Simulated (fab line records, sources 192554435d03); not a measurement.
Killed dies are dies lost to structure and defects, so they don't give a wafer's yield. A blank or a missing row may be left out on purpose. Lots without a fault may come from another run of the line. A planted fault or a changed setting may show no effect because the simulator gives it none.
Chamber matching | flow n5_finfet | N5_HKMG_FIN_ALD_71 on ald_metal-01: 4 sister chambers
The step deposits TiN, target thk 1 nm, pulse time 1 s, purge time 3 s. 8 wafers are shown with their chamber, then 8 later ones without.

WAFERS WITH THEIR CHAMBER
wafer  | chamber | heater_power_w (W) | precursor_pulse_height_rel
L081.4 | 0       | 1049               | 1.007
L090.1 | 2       | 984                | 0.996
L090.2 | 0       | 1071               | 1.023
L090.3 | 1       | 826                | 0.985
L090.4 | 3       | 919                | 1.027
L090.5 | 1       | 808                | 1.008
L090.6 | 2       | 1015               | 1.021
L094.2 | 3       | 964                | 1.044

WAFERS WITHOUT THEIR CHAMBER
wafer  | heater_power_w (W) | precursor_pulse_height_rel
L094.3 | 999                | 1.016
L094.5 | 1000               | 0.975
L095.2 | 1021               | 0.975
L095.4 | 826                | 1.017
L095.5 | 1058               | 0.978
L097.3 | 938                | 0.991
L097.4 | 1058               | 1.019
L097.6 | 945                | 0.949

WHICH CHAMBER EACH WENT THROUGH
wafer  | from the rows above          | in truth
L094.3 | 2                            | 2
L094.5 | can't be placed: 2 or 0      | 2
L095.2 | can't be placed: 2 or 0      | 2
L095.4 | 1                            | 1
L095.5 | can't be placed: 0 or 2      | 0
L097.3 | can't be placed: 3 or 2      | 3
L097.4 | 0                            | 0
L097.6 | can't be placed: 2 or 3 or 1 | 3
Placed correctly: 3 of 8. Can't be placed from these rows: 5 (the true chamber is among the candidates in 5). Placed wrongly: 0.
How it was worked out, from the rows above alone: a wafer's distance from a chamber is the root of the sum, over the readings, of the square of ((its reading less the chamber's mean) divided by the reading's scatter). The wafer belongs to the nearest chamber; if the next one is less than 2 further off, it can't be placed. A chamber's mean is the mean of its shown wafers. The scatter: the root of (the sum of the squares of (reading less its chamber's mean) over the shown wafers, divided by (wafers less chambers)).
